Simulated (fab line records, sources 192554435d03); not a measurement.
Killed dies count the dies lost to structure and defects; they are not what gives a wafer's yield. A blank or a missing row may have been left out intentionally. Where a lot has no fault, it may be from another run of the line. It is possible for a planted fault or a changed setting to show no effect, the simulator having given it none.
fab line records | flow n5Finfet
record: lots: 5 wafers: 15 lastDay: 19
route steps=1938 shown BEOL_M4@1099 BEOL_M5@1112 BEOL_M13@1710 PASSIVATION@1936
lots that met no fault: from a run of the same line without faults
startH: the number of hours between the record's first day and the start of the first shown wafer of the lot | waitH: hours elapsed since this lot's preceding step | " as in the row above | L1.1+2: one row covering several wafers at once | - no value present, or no start provided | * or withheld: withheld | < > ~ a bound
route shown NAME@n: a module of which the file shows steps, and the number in the route of the first | usual: the fault-free wafers' mean and standard deviation | same: alike in all rows | chamber/n: place in a boat | sites: each site's reading | _std_site: the values' standard deviation | _edge_site: inner sites' mean taken away from outer sites' mean | radiusMm: how far each site lies from the wafer's centre | mask NAME#n: copy n | behind: tool/chamber where the wafer was last shaped | hold: what put the lot on hold/how long, in hours/how the hold closed | device: the n, p or np transistor that did not switch | end of line: the same wafers' tests at the end of the route | a step with no rows: only its recipe | killed: not the wafer's yield, but the dies lost to structure and defects at the first sort | map: a wafer's dies, marking killed ones x, the rest . and places with no die _
set.NAME: the setting the step ran with; set.NAME@STEP: the setting that earlier step ran with | model.NAME: the simulator's own value behind a step, which no gauge read
certain route steps with their lots: each step a table, each wafer a row
services: a tool's chamber out of use, with start hour (startH, from the record's first day; less than 0 if before it), hours out, and reason
== steps ==
step: N5_BEOL_M4_ANNEAL_95
recipe: tempC: 400 timeS: 240 ambient: vacuum
step: N5_BEOL_M4_SPUTTER_96
recipe: material: Cu targetThkA: 45 tempC: -20 chamberPressurePa: 0.07 powerW: withheld timeS: 8.29
step: N5_BEOL_M4_ECD_50
recipe: material: Cu targetThkA: 3000
step: N5_BEOL_M4_ANNEAL_51
recipe: tempC: 225 timeS: 90 ambient: N2
step: N5_BEOL_M4_CMP_52
recipe: stopOn: SiOC tOverpolishS: 6.8 downForcePsi: 1 platenRpm: 50 clearingPlatenDownForcePsi: 1.5 clearingPlatenRpm: 50 postCmpClean: cuAlkaline targetThkNm: 40 clearingPlatenPadVelocityMS: 0.99484 padVelocityMS: 0.99484
step: N5_BEOL_M4_PRE_CLEAN_60
recipe: gas: NH3/H2 timeS: 15 tempC: * rfPowerW: 300
step: N5_BEOL_M4_CO_CAP_55
recipe: material: Co targetThkA: 20 tempC: 200 precursor: CCTBA/H2 pressureTorr: 30 timeS: 102.1
step: N5_BEOL_M4_PRE_CLEAN_56
recipe: gas: NH3 timeS: 15 tempC: withheld rfPowerW: 300
step: N5_BEOL_M4_DEP_57
recipe: material: SiCN targetThkA: 80 tempC: withheld precursor: 3MS/NH3 pressureTorr: 3 rfW: 202 timeS: 14
step: N5_BEOL_M4_RC_MEAS_101
usual: DIBL_N: 36.4/1.4 DIBL_P: 36.4/1.5 IOFF_N: 0.156/0.022 IOFF_P: 0.210/0.023 ION_N: 675/9.1 ION_P: 463/5.7 SS_N: 71.6/0.45 SS_P: 73.3/0.56 VT_N: 250/3.1 VT_P: -250.3/2.3
columns lot.wafer tool chamber startH waitH DIBL_N[mV/V] DIBL_P[mV/V] IOFF_N[nA/um] IOFF_P[nA/um] ION_N[uA/um] ION_P[uA/um] SS_N[mV/dec] SS_P[mV/dec] VT_N[mV] VT_P[mV]
L917.1 prober-02 0 229.14 0.0 37.9 36.2 0.180 0.247 684 470 72.6 73.3 247 -248.2
L917.2 " 0 " " 37.3 34.4 0.163 0.216 680 467 71.3 73.3 251 -248.5
L917.4 " 0 " " 35.8 32.9 0.134 0.194 671 466 71.1 73.5 251 -248.8
L930.1 prober-02 0 310.96 0.0 34.6 35.7 0.124 0.189 660 465 71.1 72.1 249 -249.2
L930.3 " 0 " " 34.8 36.3 0.135 0.187 667 463 71.1 72.6 253 -251.5
L930.5 " 0 " " 34.5 35.2 0.127 0.180 671 460 71.5 72.2 252 -251.7
L931.1 prober-02 0 315.33 0.0 33.9 33.7 0.121 0.188 673 464 70.9 73.8 250 -250.0
L931.3 " 0 " " 36.1 36.5 0.162 0.218 678 469 72.2 73.7 252 -247.1
L931.4 " 0 " " 34.8 34.6 0.134 0.194 666 462 70.8 72.9 252 -249.0
L932.1 prober-01 0 317.48 0.0 39.6 39.2 0.214 0.253 692 468 72.1 74.1 246 -248.8
L932.3 " 0 " " 38.3 38.4 0.193 0.231 689 468 71.8 73.4 247 -248.4
L932.4 " 0 " " 37.3 36.2 0.175 0.206 678 461 71.2 73.4 248 -250.1
L934.1 prober-02 0 342.18 0.0 34.4 34.2 0.117 0.185 655 450 71.2 72.3 256 -249.0
L934.4 " 0 " " 34.6 35.9 0.135 0.201 662 464 71.7 73.5 251 -250.3
L934.6 " 0 " " 35.1 35.6 0.128 0.197 657 463 71.3 73.3 256 -251.1
step: N5_BEOL_M5_ILD_DEP_00
recipe: material: SiCOH_lowk targetThkA: 1406.4 tempC: 300 precursor: DEMS/porogen pressureTorr: 5 rfW: 500 timeS: 25.9
step: N5_BEOL_M5_CURE_79
recipe: tempC: 385 timeS: 240 ambient: He/Ar material: SiCOH_lowk
step: N5_BEOL_M5_PECVD_70
recipe: material: SiO2 targetThkA: 160 tempC: 400 precursor: TEOS/O2 pressureTorr: 5.5 rfW: 450 teosFlowSccm: 53.8 gas: O2 flowSccm: 3000 timeS: 18
step: N5_BEOL_M5_HM_DEP_02
recipe: material: TiN targetThkA: 200 tempC: 25 chamberPressurePa: 0.49996
step: N5_BEOL_M5_COAT_59
recipe: resist: SOC tempC: 250 timeS: 60 spinRpm: 1500 resistThkNm: 60
step: N5_BEOL_M5_COAT_60
recipe: resist: SiARC tempC: 220 timeS: 60 spinRpm: 1500 resistThkNm: 12
step: N5_BEOL_M5_COAT_71
recipe: resist: underlayer tempC: 205 timeS: 60 spinRpm: 1500 resistThkNm: 5
step: N5_BEOL_M5_COAT_05
recipe: resist: CAR-EUV spinRpm: 1500 resistThkNm: 30
step: N5_BEOL_M5_EBR_07
recipe: solvent: PGMEA ebrWidthMm: 1.5
step: N5_BEOL_M5_SOFTBAKE_06
recipe: tempC: 110 timeS: 60 resist: CAR-EUV
step: N5_BEOL_M5_EXPOSE_08
recipe: maskId: M5 na: 0.33 sourceShape: annular sigmaInner: 0.4 sigmaOuter: 0.8 polarization: unpolarized targetCdNm: 28 doseMj: 35.75
step: N5_BEOL_M5_PEB_09
recipe: pebTempC: 100 pebTimeS: 60 resist: CAR-EUV
step: N5_BEOL_M5_DEVELOP_10
recipe: developTimeS: 30 developer: TMAH resist: CAR-EUV rinseLiquid: surfactantRinse dry: airSpin devTempC: 23
step: N5_BEOL_M5_DESCUM_16
recipe: chemistry: O2 timeS: 7 sourcePowerW: 50 biasPowerW: 20 pressureMtorr: 20 rfFrequencyHz: 2.712e+07 tempC: 40 resist: CAR-EUV o2FlowSccm: 225
step: N5_BEOL_M5_ETCH_72
recipe: chemistry: N2/H2 target: underlayer targetDepthA: 65 maskMaterial: CAR-EUV timeS: 5.2 ionEnergyEv: 200 pressureMtorr: 30 sourceW: 840 biasW: 150 n2FlowSccm: 200 h2FlowSccm: 200 ends: cleared
step: N5_BEOL_M5_ETCH_61
recipe: chemistry: CF4 target: SiARC targetDepthA: 156 maskMaterial: CAR-EUV timeS: 26 ionEnergyEv: 80 pressureMtorr: 40 sourceW: 545 biasW: 36 Ar_flow_sccm: 100 cf4FlowSccm: 100 ends: cleared
step: N5_BEOL_M5_ETCH_62
recipe: chemistry: N2/H2 target: SOC targetDepthA: 750 overetchA: 150 maskMaterial: SiARC tempC: 40 timeS: 112.5 ionEnergyEv: 200 pressureMtorr: 30 sourceW: 840 biasW: 150 n2FlowSccm: 200 h2FlowSccm: 200
step: N5_BEOL_M5_STRIP_63
recipe: chemistry: N2/H2 tempC: 40 n2FlowSccm: 200 h2FlowSccm: 200 rfFrequencyHz: 6e+07
step: N5_BEOL_M5_STRIP_73
recipe: chemistry: N2/H2 tempC: 40 n2FlowSccm: 200 h2FlowSccm: 200 rfFrequencyHz: 6e+07
step: N5_BEOL_M5_STRIP_64
recipe: chemistry: CF4 resist: SiARC powerW: 300 biasPowerW: 75 pressureMtorr: 50 cf4FlowSccm: 150 rfFrequencyHz: 6e+07
step: N5_BEOL_M5_HM_OPEN_17
recipe: chemistry: Cl2/BCl3 targetDepthA: 200 overetchA: 60 target: TiN maskMaterial: SOC ionEnergyEv: 150 pressureMtorr: 10 icpW: 1000 biasW: 126 Cl2_flow_sccm: 53.25 bcl3FlowSccm: 21.75 Ar_flow_sccm: 25
step: N5_BEOL_M5_STRIP_19
recipe: chemistry: O2 powerW: 400 tempC: 40 pressureMtorr: 30 rfFrequencyHz: 6e+07 biasPowerW: 0 overashFraction: 0.2 o2FlowSccm: 225
step: N5_BEOL_M5_COAT_65
recipe: resist: SOC tempC: 250 timeS: 60 spinRpm: 1500 resistThkNm: 60
step: N5_BEOL_M5_COAT_66
recipe: resist: SiARC tempC: 220 timeS: 60 spinRpm: 1500 resistThkNm: 12
step: N5_BEOL_M13_CMP_49
recipe: stopOn: SiOC tOverpolishS: 17.1 downForcePsi: 1 platenRpm: 50 clearingPlatenDownForcePsi: 1.5 clearingPlatenRpm: 50 postCmpClean: cuAlkaline targetThkNm: 420 clearingPlatenPadVelocityMS: 0.99484 padVelocityMS: 0.99484
usual: barrierFieldEndpointS: 30.3/0.6 clearingPlatenDownForcePsi: 1.5001/0.003 edgeZonePressureFrac: 1.000/0.0043 motorCurrentA: 6.1/0.54 overpolishRunS: 17.101/0.0085
columns lot.wafer tool chamber startH waitH barrierFieldEndpointS clearingPlatenDownForcePsi edgeZonePressureFrac motorCurrentA overpolishRunS model.Cu_of_BEOL_M13_ECD_47.thkNm
L917.1 cmp-03 0 311.90 0.3 30.3 1.5051 1.004 5.9 17.096 415.2
L917.4 " 1 " " 29.3 1.4977 1.000 5.8 17.113 424.8
L917.2 " 3 " " 30.1 1.4942 1.007 5.7 17.092 427.6
L930.3 cmp-03 0 383.76 0.2 - - - - - 945.6
L930.1 " 1 " " - - - - - 951.8
L930.5 " 1 " " - - - - - 927
L931.4 cmp-01 0 388.28 0.2 - - - - - 933.6
L931.1 " 1 " " - - - - - 914.8
L931.3 " 2 " " - - - - - 929.8
L932.1 cmp-03 1 399.08 0.3 - - - - - 940.4
L932.4 " 2 " " - - - - - 942.4
L932.3 " 3 " " - - - - - 945.4
L934.1 cmp-01 3 419.57 0.3 30.9 1.5052 1.002 6.9 17.092 421.8
L934.4 " 0 " " 30.9 1.4979 0.990 6.3 17.103 415.6
L934.6 " 0 " " 30.0 1.5023 0.997 6.2 17.097 422.8
step: N5_BEOL_M13_THK_MEAS_50
recipe: thkMeasGauge: xrf reads: Cu_of_BEOL_M13_ECD_47
usual: M13_THK: 425/6.8
columns lot.wafer tool chamber startH waitH M13_THK[nm]
L917.1 filmMetro-02 - 312.20 - 419
L917.2 " - " " 433
L917.4 " - " " 429
L930.1 filmMetro-02 - 384.06 0.2 966
L930.3 " - " " 959
L930.5 " - " " 938
L931.1 filmMetro-01 - 388.54 0.2 932
L931.3 " - " " 942
L931.4 " - " " 948
L932.1 filmMetro-02 - 399.34 0.2 957
L932.3 " - " " 965
L932.4 " - " " 959
L934.1 filmMetro-02 - 419.87 - 425
L934.4 " - " " 418
L934.6 " - " " 425
step: N5_BEOL_M13_RS_MEAS_54
recipe: thkMeasGauge: four-point-probe reads: Cu_of_BEOL_M13_ECD_47+Ta_of_BEOL_M13_SPUTTER_44+TaN_of_BEOL_M13_SPUTTER_43
usual: M13_RS: 0.0447/0.00068
columns lot.wafer tool chamber startH waitH M13_RS[ohm/sq]
L917.1 filmMetro-02 - 312.33 0.0 0.0453
L917.2 " - " " 0.0440
L917.4 " - " " 0.0443
L930.1 filmMetro-01 - 384.19 0.0 0.0179
L930.3 " - " " 0.0180
L930.5 " - " " 0.0183
L931.1 filmMetro-01 - 388.70 0.1 0.0185
L931.3 " - " " 0.0183
L931.4 " - " " 0.0182
L932.1 filmMetro-01 - 399.50 0.1 0.0181
L932.3 " - " " 0.0180
L932.4 " - " " 0.0180
L934.1 filmMetro-01 - 420.00 0.0 0.0447
L934.4 " - " " 0.0454
L934.6 " - " " 0.0446
step: N5_BEOL_M13_INSPECT_55
recipe: inspectInstrument: darkfield mode: postDep
usual: rawDefectCount: 70/23
columns lot.wafer tool chamber startH waitH rawDefectCount
L917.1 defectInspect-01 - 312.35 0.0 61
L917.2 " - " " 70
L917.4 " - " " 64
L930.1 defectInspect-01 - 384.21 0.0 3327
L930.3 " - " " 3183
L930.5 " - " " 3111
L931.1 defectInspect-01 - 388.73 0.0 3115
L931.3 " - " " 3173
L931.4 " - " " 3187
L932.1 defectInspect-02 - 399.53 0.0 3114
L932.3 " - " " 3253
L932.4 " - " " 3079
L934.1 defectInspect-01 - 420.02 0.0 61
L934.4 " - " " 53
L934.6 " - " " 78
step: N5_PASSIVATION_PROBE_49
usual: defectLimitedYield: 91.5/1.3 killed_at_M0_to_M3: 33/10 killed_at_M4_up: 13/4 killedAtContacts: 12/6.3 killedAtFrontEnd: 39/11 killedAtOther: 3.4/2.6 killedDies: 100/15 killedOnRim: 13/4 killedOpen: 65/11 killedShort: 34/7.8 sort_bin_5_function: 5.0/0.89 sort_bin_6_memory: 3.2/0.58 sortNPass: 1080/15 sortYieldPct: 91.5/1.3
same: grossDies: 1180 killedAtBackSide: 0 sort_bin_4_leakage[%]: 0 sort_bin_8_speed[%]: 0
columns lot.wafer tool chamber startH waitH defectLimitedYield[%] killed_at_M0_to_M3 killed_at_M4_up killedAtContacts killedAtFrontEnd killedAtOther killedDies killedOnRim killedOpen killedShort sort_bin_5_function[%] sort_bin_6_memory[%] sortNPass sortYieldPct[%]
L917.1 prober-01 - 342.10 0.0 91.4 37 10 12 39 3 101 10 74 27 4.7 3.6 1079 91.4
L917.2 prober-01 - 342.15 0.1 93.2 26 12 5 35 2 80 9 55 24 4.1 2.5 1100 93.2
L917.4 prober-01 - 342.25 0.2 91.9 21 15 6 51 2 95 12 65 30 4.7 3.3 1085 91.9
L930.1 prober-02 - 418.76 0.0 0 32 1077 8 62 1 1180 152 83 36 6.0 3.7 0 0
L930.3 prober-02 - 418.86 0.1 0 46 1059 9 64 2 1180 152 94 33 6.3 4.0 0 0
L930.5 prober-02 - 418.96 0.2 0 49 1089 8 34 0 1180 152 76 29 5.8 2.9 0 0
L931.1 prober-01 - 418.76 0.0 0 36 1105 6 30 3 1180 152 57 39 4.4 3.7 0 0
L931.3 prober-01 - 418.86 0.1 0 33 1080 1 66 0 1180 152 68 48 5.7 4.2 0 0
L931.4 prober-01 - 418.91 0.2 0 22 1100 12 46 0 1180 152 71 33 4.6 3.7 0 0
L932.1 prober-02 - 423.81 0.0 0 34 1102 13 29 2 1180 152 55 33 4.8 2.5 0 0
L932.3 prober-02 - 423.91 0.1 0 35 1097 7 39 2 1180 152 62 35 5.1 2.6 0 0
L932.4 prober-02 - 423.96 0.2 0 30 1093 15 38 4 1180 152 65 32 4.8 3.1 0 0
L934.1 prober-01 - 444.97 0.0 91.4 26 11 8 54 3 102 13 71 30 4.7 3.4 1078 91.4
L934.4 prober-01 - 445.12 0.2 93.6 26 10 16 19 5 76 11 50 26 3.6 2.6 1104 93.6
L934.6 prober-01 - 445.22 0.3 92.5 28 2 19 31 8 88 10 56 31 4.5 2.8 1092 92.5
killed by level:class
L917.1 BEOL_M2:geometricParticle:open=12 MOL_CONTACT_COAG:geometricParticle:open=11 BEOL_M1:geometricParticle:open=11 FIN_SAQP:geometricParticle:open=9 STI_FIN_REVEAL:geometricParticle:open=9 FIN_SAQP:geometricParticle:short=8 BEOL_M0_SAQP:geometricParticle:short=4 BEOL_M3:geometricParticle:open=4
L917.2 STI_FIN_REVEAL:geometricParticle:open=9 FIN_SAQP:geometricParticle:short=7 BEOL_M3:geometricParticle:open=7 BEOL_M2:geometricParticle:open=6 BEOL_M4:geometricParticle:open=6 FIN_SAQP:geometricParticle:open=4 GATE_CUT:geometricParticle:short=4 MOL_CONTACT_COAG:geometricParticle:open=4
L917.4 FIN_SAQP:geometricParticle:open=17 FIN_SAQP:geometricParticle:short=14 STI_FIN_REVEAL:geometricParticle:open=9 MOL_CONTACT_COAG:geometricParticle:open=6 BEOL_M0_SAQP:geometricParticle:open=4 BEOL_M1:geometricParticle:open=4 BEOL_M3:geometricParticle:open=4 BEOL_M4:geometricParticle:open=4
L930.1 BEOL_M13:areaCmp=1061 STI_FIN_REVEAL:geometricParticle:open=16 DUMMY_GATE:geometricParticle:open=12 FIN_SAQP:geometricParticle:open=9 BEOL_M0_SAQP:geometricParticle:short=9 MOL_CONTACT_COAG:geometricParticle:open=8 BEOL_M0_SAQP:geometricParticle:open=7 BEOL_M3:geometricParticle:open=7
L931.1 BEOL_M13:areaCmp=1082 BEOL_M4:geometricParticle:open=13 BEOL_M0_SAQP:geometricParticle:short=9 BEOL_M2:geometricParticle:open=9 FIN_SAQP:geometricParticle:open=7 DUMMY_GATE:geometricParticle:open=7 BEOL_M1:geometricParticle:open=6 FIN_SAQP:geometricParticle:short=4
L930.3 BEOL_M13:areaCmp=1053 STI_FIN_REVEAL:geometricParticle:open=16 BEOL_M1:geometricParticle:open=16 FIN_SAQP:geometricParticle:open=12 FIN_SAQP:geometricParticle:short=12 BEOL_M2:geometricParticle:open=8 MOL_CONTACT_COAG:geometricParticle:open=7 BEOL_M0_SAQP:geometricParticle:short=7
L931.3 BEOL_M13:areaCmp=1062 FIN_SAQP:geometricParticle:open=20 BEOL_M0_SAQP:geometricParticle:short=13 BEOL_M4:geometricParticle:open=10 GATE_CUT:geometricParticle:short=10 FIN_SAQP:geometricParticle:short=7 ILD0:geometricParticle:open=6 BEOL_M2:geometricParticle:open=6
L931.4 BEOL_M13:areaCmp=1076 FIN_SAQP:geometricParticle:open=18 BEOL_M4:geometricParticle:open=15 MOL_CONTACT_COAG:geometricParticle:open=12 GATE_CUT:geometricParticle:short=8 FIN_SAQP:geometricParticle:short=7 DUMMY_GATE:geometricParticle:open=4 BEOL_M2:geometricParticle:open=4
L930.5 BEOL_M13:areaCmp=1074 BEOL_M0_SAQP:geometricParticle:open=15 FIN_SAQP:geometricParticle:open=9 BEOL_M0_SAQP:geometricParticle:short=9 BEOL_M3:geometricParticle:open=9 BEOL_M4:geometricParticle:open=8 MOL_CONTACT_COAG:geometricParticle:open=7 STI_FIN_REVEAL:geometricParticle:open=5
L932.1 BEOL_M13:areaCmp=1090 MOL_CONTACT_COAG:geometricParticle:open=10 BEOL_M3:geometricParticle:open=10 BEOL_M5:geometricParticle:open=8 BEOL_M0_SAQP:geometricParticle:short=7 BEOL_M0_SAQP:geometricParticle:open=6 FIN_SAQP:geometricParticle:short=5 FIN_SAQP:geometricParticle:open=5
L932.3 BEOL_M13:areaCmp=1082 FIN_SAQP:geometricParticle:short=13 DUMMY_GATE:geometricParticle:open=8 FIN_SAQP:geometricParticle:open=7 BEOL_M0_SAQP:geometricParticle:open=7 BEOL_M0_SAQP:geometricParticle:short=7 BEOL_M2:geometricParticle:open=7 MOL_CONTACT_COAG:geometricParticle:open=5
L932.4 BEOL_M13:areaCmp=1082 MOL_CONTACT_COAG:geometricParticle:open=14 STI_FIN_REVEAL:geometricParticle:open=9 DUMMY_GATE:geometricParticle:open=7 GATE_CUT:geometricParticle:short=7 BEOL_M0_SAQP:geometricParticle:open=7 BEOL_M0_SAQP:geometricParticle:short=6 BEOL_M0:geometricParticle:open=4
L934.1 FIN_SAQP:geometricParticle:open=19 FIN_SAQP:geometricParticle:short=11 BEOL_M2:geometricParticle:open=9 MOL_CONTACT_COAG:geometricParticle:open=7 ILD0:geometricParticle:open=5 STARTING-WAFER:geometricParticle:open=5 BEOL_M0_SAQP:geometricParticle:open=4 BEOL_M1:geometricParticle:open=4
L934.4 MOL_CONTACT_COAG:geometricParticle:open=14 BEOL_M2:geometricParticle:open=12 BEOL_M0_SAQP:geometricParticle:short=6 FIN_SAQP:geometricParticle:short=4 BEOL_M4:geometricParticle:open=4 STI_FIN_REVEAL:geometricParticle:open=3 GATE_CUT:geometricParticle:short=3 BEOL_M0_SAQP:geometricParticle:open=3
L934.6 MOL_CONTACT_COAG:geometricParticle:open=15 BEOL_M2:geometricParticle:open=12 FIN_SAQP:geometricParticle:short=7 DUMMY_GATE:geometricParticle:open=7 BEOL_M0_SAQP:geometricParticle:open=5 FIN_SAQP:geometricParticle:open=4 MOL_CONTACT_COAG:geometricParticle:short=4 MIM_BOT:geometricParticle:short=4
map L930.1 (x killed, . not)
_________________xxxxxxxxxxxx________________
______________xxxxxxxxxxxxxxxxxx_____________
___________xxxxxxxxxxxxxxxxxxxxxxxx__________
__________xxxxxxxxxxxxxxxxxxxxxxxxxx_________
________xxxxxxxxxxxxxxxxxxxxxxxxxxxxxx_______
_______xxxxxxxxxxxxxxxxxxxxxxxxxxxxxxxx______
______xxxxxxxxxxxxxxxxxxxxxxxxxxxxxxxxxx_____
_____xxxxxxxxxxxxxxxxxxxxxxxxxxxxxxxxxxxx____
____xxxxxxxxxxxxxxxxxxxxxxxxxxxxxxxxxxxxxx___
___xxxxxxxxxxxxxxxxxxxxxxxxxxxxxxxxxxxxxxxx__
___xxxxxxxxxxxxxxxxxxxxxxxxxxxxxxxxxxxxxxxx__
__xxxxxxxxxxxxxxxxxxxxxxxxxxxxxxxxxxxxxxxxxx_
__xxxxxxxxxxxxxxxxxxxxxxxxxxxxxxxxxxxxxxxxxx_
_xxxxxxxxxxxxxxxxxxxxxxxxxxxxxxxxxxxxxxxxxxxx
_xxxxxxxxxxxxxxxxxxxxxxxxxxxxxxxxxxxxxxxxxxxx
_xxxxxxxxxxxxxxxxxxxxxxxxxxxxxxxxxxxxxxxxxxxx
_xxxxxxxxxxxxxxxxxxxxxxxxxxxxxxxxxxxxxxxxxxxx
_xxxxxxxxxxxxxxxxxxxxxxxxxxxxxxxxxxxxxxxxxxxx
_xxxxxxxxxxxxxxxxxxxxxxxxxxxxxxxxxxxxxxxxxxxx
_xxxxxxxxxxxxxxxxxxxxxxxxxxxxxxxxxxxxxxxxxxxx
_xxxxxxxxxxxxxxxxxxxxxxxxxxxxxxxxxxxxxxxxxxxx
__xxxxxxxxxxxxxxxxxxxxxxxxxxxxxxxxxxxxxxxxxx_
__xxxxxxxxxxxxxxxxxxxxxxxxxxxxxxxxxxxxxxxxxx_
___xxxxxxxxxxxxxxxxxxxxxxxxxxxxxxxxxxxxxxxx__
___xxxxxxxxxxxxxxxxxxxxxxxxxxxxxxxxxxxxxxxx__
____xxxxxxxxxxxxxxxxxxxxxxxxxxxxxxxxxxxxxx___
_____xxxxxxxxxxxxxxxxxxxxxxxxxxxxxxxxxxxx____
______xxxxxxxxxxxxxxxxxxxxxxxxxxxxxxxxxx_____
_______xxxxxxxxxxxxxxxxxxxxxxxxxxxxxxxx______
________xxxxxxxxxxxxxxxxxxxxxxxxxxxxxx_______
__________xxxxxxxxxxxxxxxxxxxxxxxxxx_________
___________xxxxxxxxxxxxxxxxxxxxxxxx__________
______________xxxxxxxxxxxxxxxxxx_____________
_________________xxxxxxxxxxxx________________
map L931.1 (x killed, . not)
_________________xxxxxxxxxxxx________________
______________xxxxxxxxxxxxxxxxxx_____________
___________xxxxxxxxxxxxxxxxxxxxxxxx__________
__________xxxxxxxxxxxxxxxxxxxxxxxxxx_________
________xxxxxxxxxxxxxxxxxxxxxxxxxxxxxx_______
_______xxxxxxxxxxxxxxxxxxxxxxxxxxxxxxxx______
______xxxxxxxxxxxxxxxxxxxxxxxxxxxxxxxxxx_____
_____xxxxxxxxxxxxxxxxxxxxxxxxxxxxxxxxxxxx____
____xxxxxxxxxxxxxxxxxxxxxxxxxxxxxxxxxxxxxx___
___xxxxxxxxxxxxxxxxxxxxxxxxxxxxxxxxxxxxxxxx__
___xxxxxxxxxxxxxxxxxxxxxxxxxxxxxxxxxxxxxxxx__
__xxxxxxxxxxxxxxxxxxxxxxxxxxxxxxxxxxxxxxxxxx_
__xxxxxxxxxxxxxxxxxxxxxxxxxxxxxxxxxxxxxxxxxx_
_xxxxxxxxxxxxxxxxxxxxxxxxxxxxxxxxxxxxxxxxxxxx
_xxxxxxxxxxxxxxxxxxxxxxxxxxxxxxxxxxxxxxxxxxxx
_xxxxxxxxxxxxxxxxxxxxxxxxxxxxxxxxxxxxxxxxxxxx
_xxxxxxxxxxxxxxxxxxxxxxxxxxxxxxxxxxxxxxxxxxxx
_xxxxxxxxxxxxxxxxxxxxxxxxxxxxxxxxxxxxxxxxxxxx
_xxxxxxxxxxxxxxxxxxxxxxxxxxxxxxxxxxxxxxxxxxxx
_xxxxxxxxxxxxxxxxxxxxxxxxxxxxxxxxxxxxxxxxxxxx
_xxxxxxxxxxxxxxxxxxxxxxxxxxxxxxxxxxxxxxxxxxxx
__xxxxxxxxxxxxxxxxxxxxxxxxxxxxxxxxxxxxxxxxxx_
__xxxxxxxxxxxxxxxxxxxxxxxxxxxxxxxxxxxxxxxxxx_
___xxxxxxxxxxxxxxxxxxxxxxxxxxxxxxxxxxxxxxxx__
___xxxxxxxxxxxxxxxxxxxxxxxxxxxxxxxxxxxxxxxx__
____xxxxxxxxxxxxxxxxxxxxxxxxxxxxxxxxxxxxxx___
_____xxxxxxxxxxxxxxxxxxxxxxxxxxxxxxxxxxxx____
______xxxxxxxxxxxxxxxxxxxxxxxxxxxxxxxxxx_____
_______xxxxxxxxxxxxxxxxxxxxxxxxxxxxxxxx______
________xxxxxxxxxxxxxxxxxxxxxxxxxxxxxx_______
__________xxxxxxxxxxxxxxxxxxxxxxxxxx_________
___________xxxxxxxxxxxxxxxxxxxxxxxx__________
______________xxxxxxxxxxxxxxxxxx_____________
_________________xxxxxxxxxxxx________________
== services ==
columns tool chamber startH hours kind
cmp-03 - 289.82 0.5 repair
cmp-01 - 298.50 4.0 pm
cmp-01 - 302.50 - consumableReplace:conditioner
cmp-01 - 302.50 - consumableReplace:pad
cmp-01 - 304.50 4.9 pm
cmp-03 - 400.43 0.6 repair
cmp-01 - 410.36 2.1 repair
== key ==
firstSign: step: N5_BEOL_M13_CMP_49 reading: toolRecord direction: missing
effect: step: N5_BEOL_M13_THK_MEAS_50 reading: M13_THK direction: up sigmas: 77 usual: 425 struck: 952
effect: step: N5_BEOL_M13_RS_MEAS_54 reading: M13_RS direction: down sigmas: 39 usual: 0.0447 struck: 0.0182
effect: step: N5_BEOL_M13_INSPECT_55 reading: rawDefectCount direction: up sigmas: 99+ usual: 70 struck: 3171
effect: step: N5_PASSIVATION_PROBE_49 reading: killed_at_M4_up direction: up sigmas: 99+ usual: 13 struck: 1089
modelEffect: step: N5_BEOL_M13_CMP_49 value: Cu_of_BEOL_M13_ECD_47.thkNm without: 419 struck: 936.8
moreKillsBornAt: N5_BEOL_M13_CMP_49@cmp-03: 6442 N5_BEOL_M13_CMP_49@cmp-01: 3220
metAt N5_BEOL_M13_CMP_49
struckWafers L930.1,L930.3,L930.5,L931.1,L931.3,L931.4,L932.1,L932.3,L932.4
laterRowsLeftOut L930.1,L930.3,L930.5,L931.1,L931.3,L931.4,L932.1,L932.3,L932.4
onsetBetween 311.90 383.76
fault: kind: skippedStepWhole tool: cmp-01,cmp-03 chamber: - onsetH: 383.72 steps: N5_BEOL_M13_CMP_49 scope: struckLotsOnly
laterRowsLeftOut: the simulator's readings of these wafers behind a module that went badly wrong aren't trusted and aren't shown, but for the sort
